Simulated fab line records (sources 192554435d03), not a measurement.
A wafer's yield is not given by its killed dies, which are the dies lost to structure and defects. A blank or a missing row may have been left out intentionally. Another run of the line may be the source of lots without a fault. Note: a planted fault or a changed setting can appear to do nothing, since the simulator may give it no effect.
Problem report, 8D (eight disciplines) form, completed by code	flow n5-finfet	the parts of the form that need people (team, actions taken, sign-off) are left out

## 1. PROBLEM STATEMENT
IOFF_N_LONG at N5_BEOL_M4_RC_MEAS_101 reads a mean of 8.67e-05 nA/um on 3 wafers of 1 lot; wafers without a fault read 5.45e-05 nA/um with a standard deviation of 2.3e-06. That is +14 standard deviations from the usual mean.
First seen on wafer L734.2, day 11 15:45, on prober-01. At this step, 27 wafers from 9 lots have a number in the record. The rule behind "out" and "out of limits": a value lying over 4 standard deviations away from the usual mean. The rest of the wafers with a number are treated as sound.

## 2. WHAT IT IS AND WHAT IT IS NOT
question	is	is not
which readings at this step	IOFF_N_LONG, IOFF_N_LIN, VT_N, VT_N_LONG, VT_N_LVT	DIBL_N, DIBL_P, IOFF_P, ION_P, SS_N, SS_P, VT_P
which lots	L734	L723, L724, L725, L726, L737, L741, L743, L746
which wafers of those lots	all that have a number	-
read on which gauges	prober-01	prober-02
when	from day 11 15:45	up to then (12 sound wafers); but 12 sound wafers of L737, L741, L743, L746 came after

## 3. THE SUSPECTS, EACH WITH WHAT RULES IT OUT
Counting: a tool at a process step up to the reading stays a suspect if it ran every lot that is out and no sound lot after the first of them.
- the gauge at N5_BEOL_M4_RC_MEAS_101: ruled out. All the wafers that are out were read on prober-01, but those of them that N5_HKMG_FIN_NWFM_ALD_20 has rows for are out there too, on other tools.
- ald-metal-04 at N5_HKMG_FIN_PWFM_ALD_03 (deposits TiN, target thk 2 nm, pulse time 1 s, purge time 3 s): kept. It ran the lot that is out, L734 (day 6 20:14), and no sound lot after that; its last sound lot up to then is L726 (day 4 21:25).
- ald-metal-04 at N5_HKMG_FIN_NWFM_ALD_20 (deposits TiAlC, target thk 2 nm, pulse time 3 s, purge time 2 s): kept. It ran the lot that is out, L734 (day 6 23:38), and no sound lot after that; its last sound lot up to then is L723 (day 4 09:56). Out on those wafers are its own readings of susceptor-temp-C.
- ald-metal-04 at N5_HKMG_FIN_ALD_71 (deposits TiN, target thk 1 nm, pulse time 1 s, purge time 3 s): kept. It ran the lot that is out, L734 (day 6 23:44), and no sound lot after that; its last sound lot up to then is L723 (day 4 10:02).
- cvd-w-01 at N5_HKMG_FIN_ALD_72 (deposits W, target thk 2 nm, pulse time 1 s, purge time 2 s): ruled out as a lasting fault. Following L734 (day 7 01:31), the first lot on it that is out, the sound lots L743 were run on it.
The count leaves ald-metal-04 at N5_HKMG_FIN_PWFM_ALD_03, ald-metal-04 at N5_HKMG_FIN_NWFM_ALD_20, and ald-metal-04 at N5_HKMG_FIN_ALD_71.

## 4. THE CAUSE (what the simulator had put in)
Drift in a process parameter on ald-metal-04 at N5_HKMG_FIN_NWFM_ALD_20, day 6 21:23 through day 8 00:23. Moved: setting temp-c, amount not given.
After counting, 3 suspects remain, this tool included.

## 5. THE EFFECT CHAIN, in route order
One row per reading whose mean, taken over the struck wafers that have a number, lies over 3 standard deviations from the usual. Scope: only readings with a usual standard deviation given in the record; hours: median across lots of the time from each lot's start at the first step in this table that gives one to its start at this step; sigmas: change in usual standard deviations.
hours	step	reading	usual	on struck wafers	change	sigmas
0	N5_HKMG_FIN_NWFM_ALD_20	susceptor-temp-C	299.99 C	309.07	+9.08	+43
112	N5_BEOL_M4_RC_MEAS_101	IOFF_N	0.16 nA/um	0.30	+0.14	+4.1
112	N5_BEOL_M4_RC_MEAS_101	IOFF_N_85C	3.1 nA/um	5.2	+2.1	+3.8
112	N5_BEOL_M4_RC_MEAS_101	IOFF_N_LIN	0.073 nA/um	0.139	+0.066	+5.5
112	N5_BEOL_M4_RC_MEAS_101	IOFF_N_LONG	5.45e-05 nA/um	8.67e-05	+3.22e-05	+14
112	N5_BEOL_M4_RC_MEAS_101	ION_N	672 uA/um	716	+44	+3.7
112	N5_BEOL_M4_RC_MEAS_101	VT_N	250 mV	231	-19	-5.4
112	N5_BEOL_M4_RC_MEAS_101	VT_N_LONG	275.3 mV	259.7	-15.6	-7.8
112	N5_BEOL_M4_RC_MEAS_101	VT_N_LVT	99 mV	81	-18	-5.2
216	N5_PASSIVATION_PROBE_49	sort_bin_4_leakage	0.00 %	0.88	+0.88	+99 or more
The process steps in it:
- N5_HKMG_FIN_NWFM_ALD_20: deposits TiAlC, target thk 2 nm, pulse time 3 s, purge time 2 s.
- N5_PASSIVATION_PROBE_49

## 6. HOW IT WOULD HAVE BEEN CAUGHT EARLIER
Counted from the fault's start at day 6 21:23, it took 114 hours until the first out-of-limits reading at a measuring or inspecting step in this record, taken at day 11 15:45.
The tool's own readings at N5_HKMG_FIN_NWFM_ALD_20 were out on every struck wafer that the step has a row for (susceptor-temp-C): an alarm limit on them would have fired on the first of those.
The start of N5_HKMG_FIN_NWFM_ALD_20 on ald-metal-04 came by day 11 15:45 for every one of the lots that are out (1). Holding the tool at that point would not have protected any of them.
